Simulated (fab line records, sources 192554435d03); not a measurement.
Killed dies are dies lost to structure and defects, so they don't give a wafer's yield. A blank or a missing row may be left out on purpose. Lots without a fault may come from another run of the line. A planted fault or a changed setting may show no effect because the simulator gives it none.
Chamber matching | flow n5_finfet | N5_BEOL_M4_ETCHBACK_99 on rie_diel-03: 4 sister chambers
The step etches SiO2 in CHF3, target depth 5 nm, time 10.4 s. 8 wafers are shown with their chamber, then 8 later ones without.

WAFERS WITH THEIR CHAMBER
wafer  | chamber | showerhead_plenum_p_Torr (Torr) | throttle_valve_pct (%)
L080.2 | 0       | 2.21                            | 17.45
L080.6 | 2       | 2.07                            | 17.10
L079.4 | 3       | 2.20                            | 17.03
L079.6 | 3       | 2.20                            | 17.04
L084.1 | 1       | 2.05                            | 17.42
L084.3 | 0       | 2.20                            | 17.46
L084.4 | 2       | 2.06                            | 17.12
L086.1 | 1       | 2.04                            | 17.43

WAFERS WITHOUT THEIR CHAMBER
wafer  | showerhead_plenum_p_Torr (Torr) | throttle_valve_pct (%)
L086.2 | 2.20                            | 17.48
L086.5 | 2.06                            | 17.14
L093.3 | 2.20                            | 17.49
L093.4 | 2.20                            | 17.49
L093.5 | 2.19                            | 17.07
L094.4 | 2.31                            | 17.07
L094.5 | 2.18                            | 17.08
L094.6 | 2.05                            | 17.16

WHICH CHAMBER EACH WENT THROUGH
wafer  | from the rows above | in truth
L086.2 | 0                   | 0
L086.5 | 2                   | 2
L093.3 | 0                   | 0
L093.4 | 0                   | 0
L093.5 | 3                   | 3
L094.4 | 3                   | 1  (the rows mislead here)
L094.5 | 3                   | 3
L094.6 | 2                   | 2
Placed correctly: 7 of 8. Can't be placed from these rows: 0. Placed wrongly: 1.
How it was worked out, from the rows above alone: a wafer's distance from a chamber is the root of the sum, over the readings, of the square of ((its reading less the chamber's mean) divided by the reading's scatter). The wafer belongs to the nearest chamber; if the next one is less than 2 further off, it can't be placed. A chamber's mean is the mean of its shown wafers. The scatter: the root of (the sum of the squares of (reading less its chamber's mean) over the shown wafers, divided by (wafers less chambers)).
